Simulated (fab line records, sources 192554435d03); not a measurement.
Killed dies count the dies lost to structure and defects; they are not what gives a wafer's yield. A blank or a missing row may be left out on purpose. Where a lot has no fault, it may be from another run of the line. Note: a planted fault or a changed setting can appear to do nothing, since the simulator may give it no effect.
Which tool is to blame? ; flow n5-finfet ; 18 lots, 54 wafers sampled, at 6 steps of a route of 1938

WHAT THE GAUGES SHOWED, per wafer
The record holds no reading of a measuring or inspecting step that can be judged against a usual standard deviation.

WHICH TOOL RAN EACH LOT (tool, then ch and the chambers of the sampled wafers, then the start)
lot;N5_FIN_SAQP_HM_DEP_03;N5_FIN_SAQP_ETCH_51;N5_FIN_SAQP_MANDREL_ETCH_58;N5_FIN_SAQP_ETCH_69;N5_FIN_SAQP_STRIP_70;N5_FIN_SAQP_MANDREL2_REMOVE_60
L075;pecvd-01 ch 0,2, day 2 02:50;rie-diel-06 ch 0,1,3, day 2 03:50;rie-si-06 ch 0,1,3, day 2 06:23;rie-diel-01 ch 1, day 2 06:55;rie-diel-01 ch 1, day 2 07:04;rie-si-02 ch 0,1, day 2 07:44
L076;pecvd-03 ch 0,1, day 2 09:34;rie-diel-02 ch 0,1, day 2 10:21;rie-si-03 ch 0,1, day 2 12:40;rie-diel-02 ch 1,3, day 2 13:14;rie-diel-02 ch 1,3, day 2 13:20;rie-si-03 ch 0,1, day 2 13:58
L077;pecvd-01 ch 1,2, day 2 15:10;rie-diel-01 ch 0,2, day 2 15:59;rie-si-06 ch 0,1,3, day 2 18:16;rie-diel-01 ch 0,1, day 2 18:50;rie-diel-01 ch 0,1, day 2 18:56;rie-si-06 ch 0,1,2, day 2 19:56
L078;pecvd-03 ch 0,1,2, day 2 20:56;rie-diel-06 ch 0, day 2 21:59;rie-si-03 ch 0,1,3, day 3 03:13;rie-diel-02 ch 0,1, day 3 03:47;rie-diel-02 ch 0,1, day 3 03:53;rie-si-06 ch 0,1,2, day 3 05:38
L080;pecvd-01 ch 1,2, day 3 10:20;rie-diel-02 ch 1,2,3, day 3 11:32;rie-si-06 ch 0,1, day 3 13:59;rie-diel-02 ch 0,1,3, day 3 14:31;rie-diel-02 ch 0,1,3, day 3 14:37;rie-si-03 ch 0,2, day 3 15:19
L081;pecvd-03 ch 0,2, day 3 17:39;rie-diel-02 ch 0,2,3, day 3 18:49;rie-si-02 ch 1,2, day 3 22:02;rie-diel-01 ch 0,1,2, day 3 22:52;rie-diel-01 ch 0,1,2, day 3 22:58;rie-si-06 ch 1,3, day 3 23:56
L082;pecvd-01 ch 1,2, day 3 21:42;rie-diel-02 ch 1,2,3, day 4 00:20;rie-si-02 ch 0,1,2, day 4 03:17;rie-diel-01 ch 1,2,3, day 4 03:49;rie-diel-01 ch 1,2,3, day 4 03:55;rie-si-03 ch 0,2,3, day 4 04:34
L083;pecvd-04 ch 0,1,2, day 4 05:59;rie-diel-02 ch 0,1,2, day 4 06:53;rie-si-03 ch 0,1,3, day 4 10:05;rie-diel-02 ch 0,1,3, day 4 10:37;rie-diel-02 ch 0,1,3, day 4 10:43;rie-si-06 ch 1,2, day 4 11:31
L084;pecvd-04 ch 0,1,2, day 4 10:19;rie-diel-01 ch 0,1,2, day 4 11:35;rie-si-03 ch 0,1,2, day 4 13:44;rie-diel-02 ch 0,1,3, day 4 14:17;rie-diel-02 ch 0,1,3, day 4 14:23;rie-si-06 ch 0,1,3, day 4 15:01
L087;pecvd-03 ch 0,1,2, day 5 03:59;rie-diel-01 ch 0,1,2, day 5 04:53;rie-si-03 ch 0,2,3, day 5 07:17;rie-diel-06 ch 1,2,3, day 5 07:49;rie-diel-06 ch 1,2,3, day 5 07:55;rie-si-06 ch 0,1,3, day 5 08:34
L088;pecvd-01 ch 0,2, day 5 09:50;rie-diel-01 ch 0,1, day 5 10:37;rie-si-02 ch 0,1,3, day 5 12:51;rie-diel-02 ch 0,3, day 5 13:22;rie-diel-02 ch 0,3, day 5 13:28;rie-si-02 ch 0,1,2, day 5 14:48
L089;pecvd-03 ch 0,2, day 5 15:42;rie-diel-02 ch 1,3, day 5 16:37;rie-si-03 ch 0,1,2, day 5 18:47;rie-diel-01 ch 1,3, day 5 19:19;rie-diel-01 ch 1,3, day 5 19:25;rie-si-02 ch 0,1,3, day 5 20:01
L090;pecvd-04 ch 0,1, day 5 21:21;rie-diel-02 ch 1,3, day 5 22:13;rie-si-06 ch 1,2,3, day 6 00:26;rie-diel-02 ch 2,3, day 6 00:58;rie-diel-02 ch 2,3, day 6 01:04;rie-si-06 ch 2,3, day 6 01:49
L091;pecvd-04 ch 0,1, day 6 02:53;rie-diel-01 ch 0,2,3, day 6 03:52;rie-si-02 ch 0,1,2, day 6 07:37;rie-diel-06 ch 0,2,3, day 6 08:10;rie-diel-06 ch 0,2,3, day 6 08:16;rie-si-02 ch 0,1, day 6 08:55
L092;pecvd-04 ch 0,1,2, day 6 10:50;rie-diel-06 ch 0,3, day 6 11:50;rie-si-02 ch 0,1,3, day 6 14:16;rie-diel-02 ch 0,2,3, day 6 14:47;rie-diel-02 ch 0,2,3, day 6 14:53;rie-si-06 ch 2,3, day 6 15:33
L093;pecvd-04 ch 0,2, day 6 15:45;rie-diel-06 ch 1,2,3, day 6 17:04;rie-si-02 ch 1,2,3, day 6 19:43;rie-diel-02 ch 0,1,3, day 6 20:14;rie-diel-02 ch 0,1,3, day 6 20:20;rie-si-06 ch 1,2,3, day 6 20:58
L096;pecvd-03 ch 0,2, day 7 10:37;rie-diel-02 ch 0,2, day 7 11:32;rie-si-06 ch 0,2,3, day 7 14:41;rie-diel-01 ch 0,2,3, day 7 15:35;rie-diel-01 ch 0,2,3, day 7 15:41;rie-si-02 ch 0,1,3, day 7 16:37
L097;pecvd-03 ch 1,2, day 7 15:55;rie-diel-01 ch 0,3, day 7 16:50;rie-si-02 ch 0,1,2, day 7 20:32;rie-diel-01 ch 0,2,3, day 7 21:04;rie-diel-01 ch 0,2,3, day 7 21:10;rie-si-03 ch 0,1, day 7 21:49
- N5_FIN_SAQP_HM_DEP_03: deposits SiNx from SiH4/NH3/N2, target thk 38 nm, time 33.6 s.
- N5_FIN_SAQP_ETCH_51: etches SiARC in CF4, target depth 45.5 nm, time 75.8 s.
- N5_FIN_SAQP_MANDREL_ETCH_58: etches a-Si in HBr/Cl2, stops on SiNx, target depth 45 nm, bt time 10 s, time 27 s.
- N5_FIN_SAQP_ETCH_69: etches SOC in N2/H2, stops on SiNx, target depth 150 nm.
- N5_FIN_SAQP_STRIP_70: strips in N2/H2.
- N5_FIN_SAQP_MANDREL2_REMOVE_60: chemistry HBr/Cl2/O2, target a-Si, stops on SiNx, bt time 10 s.

AS READ BY THE TOOLS THEMSELVES (means over the sampled wafers that have a number; for cases with no such wafer, the mark the record gives instead)
N5_FIN_SAQP_HM_DEP_03. Usual: heater-power-w 785 W, standard deviation 98; rf-fwd-power-W 297.7 W, standard deviation 1.2; showerhead-plenum-p-Torr 5.16 Torr, standard deviation 0.08; showerhead-vpp-V 1085 V, standard deviation 84; throttle-valve-pct 40.2 %, standard deviation 2.7.
lot;tool;heater-power-w (W);rf-fwd-power-W (W);showerhead-plenum-p-Torr (Torr);showerhead-vpp-V (V);throttle-valve-pct (%);flag
L075;pecvd-01;890;297.1;5.27;969;39.8;
L076;pecvd-03;787;298.4;5.21;1078;40.4;
L077;pecvd-01;697;298.2;5.11;1127;40.4;
L078;pecvd-03;796;298.2;5.16;1117;41.1;
L080;pecvd-01;786;298.9;5.11;1124;40.5;
L081;pecvd-03;769;296.4;5.12;1114;42.0;
L082;pecvd-01;748;297.6;5.10;1111;40.5;
L083;pecvd-04;830;297.9;5.14;1115;38.8;
L084;pecvd-04;862;297.9;5.14;1122;38.8;
L087;pecvd-03;727;296.8;5.16;1096;41.2;
L088;pecvd-01;798;298.0;5.26;974;40.3;
L089;pecvd-03;689;296.6;5.11;1128;40.6;
L090;pecvd-04;825;297.5;5.10;1103;37.6;
L091;pecvd-04;784;298.1;5.11;1110;37.6;
L092;pecvd-04;813;296.5;5.14;1113;39.1;
L093;pecvd-04;745;297.0;5.19;1051;40.8;
L096;pecvd-03;666;297.4;5.12;1133;40.9;
L097;pecvd-03;861;298.2;5.20;1092;41.9;

N5_FIN_SAQP_ETCH_51. Usual: drypump-motor-current-A is 5.66 A with standard deviation 0.27, etch-rf-on-time-s is 75.1 s with standard deviation 2.5, oes-product-au is 0.68 a.u. with standard deviation 0.085, rf-fwd-power-W is 539.5 W with standard deviation 2.2, rf-vpp-V is 183.7 V with standard deviation 1.1, showerhead-plenum-p-Torr is 2.11 Torr with standard deviation 0.068, and throttle-valve-pct is 15.58 % with standard deviation 0.19.
lot;tool;drypump-motor-current-A (A);etch-rf-on-time-s (s);oes-product-au (a.u.);rf-fwd-power-W (W);rf-vpp-V (V);showerhead-plenum-p-Torr (Torr);throttle-valve-pct (%);flag
L075;rie-diel-06;5.65;75.1;0.75;538.0;184.2;2.16;15.65;
L076;rie-diel-02;5.82;74.9;0.75;540.0;183.4;2.14;15.58;
L077;rie-diel-01;5.80;74.7;0.76;539.8;183.2;2.09;15.36;
L078;rie-diel-06;5.71;75.3;0.65;536.5;183.1;2.05;15.82;
L080;rie-diel-02;5.67;76.2;0.61;541.3;183.5;2.09;15.60;
L081;rie-diel-02;5.81;73.8;0.68;539.4;183.0;2.13;15.50;
L082;rie-diel-02;5.66;76.1;0.61;540.6;183.3;2.09;15.62;
L083;rie-diel-02;5.63;73.9;0.65;538.4;183.9;2.10;15.65;
L084;rie-diel-01;5.68;74.2;0.69;538.2;183.5;2.11;15.48;
L087;rie-diel-01;5.67;75.1;0.68;540.4;184.1;2.11;15.49;
L088;rie-diel-01;5.63;71.2;0.72;538.1;183.4;2.12;15.56;
L089;rie-diel-02;5.94;76.3;0.62;541.3;184.1;2.10;15.60;
L090;rie-diel-02;5.72;76.0;0.60;540.7;183.0;2.07;15.74;
L091;rie-diel-01;5.69;73.8;0.68;540.5;183.4;2.06;15.47;
L092;rie-diel-06;5.42;77.8;0.70;540.7;183.0;2.10;15.89;
L093;rie-diel-06;5.46;74.7;0.77;537.9;184.6;2.20;15.58;
L096;rie-diel-02;5.55;74.1;0.77;537.9;183.3;2.11;15.27;
L097;rie-diel-01;5.58;74.3;0.64;538.8;183.5;2.05;15.55;

N5_FIN_SAQP_MANDREL_ETCH_58. Usual: HBr_flow_sccm 150.0 sccm, standard deviation 0.48; drypump-motor-current-A 5.9 A, standard deviation 0.39; oes-product-au 0.700 a.u., standard deviation 0.013; rf-fwd-power-W 794 W, standard deviation 3.5; throttle-valve-pct 35.5 %, standard deviation 0.5.
lot;tool;HBr_flow_sccm (sccm);drypump-motor-current-A (A);oes-product-au (a.u.);rf-fwd-power-W (W);throttle-valve-pct (%);flag
L075;rie-si-06;150.2;6.4;0.697;797;35.8;
L076;rie-si-03;150.0;5.5;0.705;795;36.1;
L077;rie-si-06;149.9;6.3;0.707;794;35.8;
L078;rie-si-03;149.8;5.8;0.705;792;35.7;
L080;rie-si-06;149.9;6.3;0.705;794;35.9;
L081;rie-si-02;150.2;5.7;0.685;795;36.0;
L082;rie-si-02;149.6;5.8;0.713;793;35.7;
L083;rie-si-03;149.9;5.8;0.698;792;35.7;
L084;rie-si-03;149.8;5.6;0.696;797;35.5;
L087;rie-si-03;150.3;5.5;0.698;793;35.6;
L088;rie-si-02;149.6;5.9;0.693;793;35.5;
L089;rie-si-03;150.2;5.6;0.705;796;35.5;
L090;rie-si-06;150.1;6.2;0.692;793;35.5;
L091;rie-si-02;150.3;5.8;0.700;794;35.7;
L092;rie-si-02;149.9;5.9;0.706;793;35.5;
L093;rie-si-02;149.7;5.7;0.693;796;35.6;
L096;rie-si-06;151.0;6.1;0.706;792;35.7;
L097;rie-si-02;149.9;5.8;0.701;793;35.7;

N5_FIN_SAQP_ETCH_69. Usual: drypump-motor-current-A is 5.68 A with standard deviation 0.28, n2-flow-sccm is 200.0 sccm with standard deviation 0.66, oes-product-au is 0.80 a.u. with standard deviation 0.096, rf-fwd-power-W is 844.3 W with standard deviation 3, rf-vpp-V is 240.4 V with standard deviation 1.4, showerhead-plenum-p-Torr is 2.53 Torr with standard deviation 0.092, and throttle-valve-pct is 17.80 % with standard deviation 0.27.
lot;tool;drypump-motor-current-A (A);n2-flow-sccm (sccm);oes-product-au (a.u.);rf-fwd-power-W (W);rf-vpp-V (V);showerhead-plenum-p-Torr (Torr);throttle-valve-pct (%);flag
L075;rie-diel-01;5.53;199.6;0.71;841.2;241.9;2.67;18.26;
L076;rie-diel-02;5.77;200.5;0.72;845.1;239.8;2.46;17.73;
L077;rie-diel-01;5.64;200.1;0.87;842.7;241.0;2.58;18.04;
L078;rie-diel-02;5.70;200.0;0.77;844.9;240.7;2.49;17.90;
L080;rie-diel-02;5.89;199.8;0.78;844.6;240.9;2.52;17.74;
L081;rie-diel-01;5.70;200.4;0.79;845.4;240.2;2.55;17.96;
L082;rie-diel-01;5.64;199.9;0.73;845.7;240.2;2.51;17.86;
L083;rie-diel-02;5.87;200.7;0.77;844.6;240.0;2.52;17.75;
L084;rie-diel-02;5.89;199.9;0.77;845.0;240.0;2.52;17.76;
L087;rie-diel-06;5.47;200.7;0.91;844.3;242.0;2.59;17.67;
L088;rie-diel-02;6.07;200.3;0.78;847.1;241.0;2.55;17.60;
L089;rie-diel-01;5.53;200.1;0.68;844.0;240.6;2.57;18.09;
L090;rie-diel-02;5.60;199.4;0.89;849.1;239.7;2.52;17.44;
L091;rie-diel-06;5.38;200.1;0.84;843.4;239.5;2.49;17.90;
L092;rie-diel-02;5.83;199.7;0.83;844.0;240.3;2.55;17.62;
L093;rie-diel-02;5.88;200.1;0.84;845.9;241.7;2.62;17.62;
L096;rie-diel-01;5.69;200.2;0.77;844.5;240.2;2.45;17.79;
L097;rie-diel-01;5.70;199.4;0.76;842.9;240.3;2.45;17.79;

N5_FIN_SAQP_STRIP_70. Usual: drypump-motor-current-A is 5.68 A with standard deviation 0.27, n2-flow-sccm is 300.0 sccm with standard deviation 0.87, oes-product-au is 0.81 a.u. with standard deviation 0.1, rf-fwd-power-W is 494.9 W with standard deviation 1.7, rf-vpp-V is 121.7 V with standard deviation 0.97, showerhead-plenum-p-Torr is 3.34 Torr with standard deviation 0.12, and throttle-valve-pct is 18.9 % with standard deviation 0.44.
lot;tool;drypump-motor-current-A (A);n2-flow-sccm (sccm);oes-product-au (a.u.);rf-fwd-power-W (W);rf-vpp-V (V);showerhead-plenum-p-Torr (Torr);throttle-valve-pct (%);flag
L075;rie-diel-01;5.54;299.8;0.69;495.6;122.2;3.52;19.7;
L076;rie-diel-02;5.76;300.1;0.74;495.4;120.6;3.25;18.6;
L077;rie-diel-01;5.66;299.1;0.87;493.3;121.7;3.40;19.4;
L078;rie-diel-02;5.70;300.4;0.79;495.1;121.1;3.29;18.8;
L080;rie-diel-02;5.89;299.9;0.80;495.9;122.3;3.33;18.6;
L081;rie-diel-01;5.70;299.1;0.80;496.1;121.8;3.37;19.3;
L082;rie-diel-01;5.63;300.4;0.72;495.9;121.3;3.32;19.1;
L083;rie-diel-02;5.89;300.1;0.80;495.8;120.8;3.33;18.6;
L084;rie-diel-02;5.89;300.3;0.79;495.6;121.7;3.33;18.7;
L087;rie-diel-06;5.47;300.3;0.92;494.6;122.5;3.41;18.8;
L088;rie-diel-02;6.08;299.0;0.78;495.7;122.0;3.37;18.5;
L089;rie-diel-01;5.54;300.0;0.67;493.9;122.0;3.39;19.4;
L090;rie-diel-02;5.62;300.0;0.90;495.0;120.6;3.33;18.2;
L091;rie-diel-06;5.37;299.8;0.85;494.5;121.4;3.30;19.0;
L092;rie-diel-02;5.82;299.9;0.85;494.0;122.4;3.37;18.5;
L093;rie-diel-02;5.90;299.9;0.87;495.4;121.6;3.45;18.5;
L096;rie-diel-01;5.68;299.6;0.75;494.9;120.8;3.24;19.0;
L097;rie-diel-01;5.71;300.1;0.75;495.7;120.8;3.24;19.0;

N5_FIN_SAQP_MANDREL2_REMOVE_60. Usual: HBr_flow_sccm 150.0 sccm, standard deviation 0.44; drypump-motor-current-A 6.0 A, standard deviation 0.38; oes-product-au 1.003 a.u., standard deviation 0.021; rf-fwd-power-W 596.8 W, standard deviation 2.2; throttle-valve-pct 36.7 %, standard deviation 0.46.
lot;tool;HBr_flow_sccm (sccm);drypump-motor-current-A (A);oes-product-au (a.u.);rf-fwd-power-W (W);throttle-valve-pct (%);flag
L075;rie-si-02;149.9;6.0;1.034;595.6;36.6;
L076;rie-si-03;150.3;5.5;0.994;596.6;37.2;
L077;rie-si-06;150.5;6.1;0.997;598.1;36.9;
L078;rie-si-06;149.4;6.1;0.992;596.1;36.9;
L080;rie-si-03;150.0;5.2;1.006;598.3;37.0;
L081;rie-si-06;150.1;6.5;0.990;596.9;36.7;
L082;rie-si-03;149.9;5.5;0.999;596.6;36.7;
L083;rie-si-06;150.1;6.2;0.986;595.2;36.8;
L084;rie-si-06;150.0;6.3;1.001;596.4;36.9;
L087;rie-si-06;150.5;6.3;1.005;597.5;36.9;
L088;rie-si-02;149.8;5.8;1.024;596.0;36.8;
L089;rie-si-02;150.2;5.9;1.011;596.5;36.6;
L090;rie-si-06;149.7;6.0;0.987;595.8;36.5;
L091;rie-si-02;149.9;5.9;1.017;596.6;36.9;
L092;rie-si-06;149.4;6.0;0.998;596.9;36.5;
L093;rie-si-06;149.7;6.2;0.993;597.8;36.6;
L096;rie-si-02;150.0;5.9;1.009;596.7;36.6;
L097;rie-si-03;149.6;5.5;1.004;597.2;37.2;

THE ANSWER, worked out from the rows above alone
Rule: a lot is off if the mean of its wafers that have a number lies more than 3 standard deviations from the usual mean. A lot without any number at a reading at which 4 lots or more have one is off too. Where the step has rows for the other lots, those lots are counted as sound. After the gauges, taken in route order, come the tools' own readings; for these a lot's mean is taken, as printed above. At the first step where some lot is off, the reading lying furthest off is the one used; lots without a number count as furthest.
No lot is off at any reading shown: from this, nothing can be told.

WHAT THE SIMULATOR HAD PUT IN
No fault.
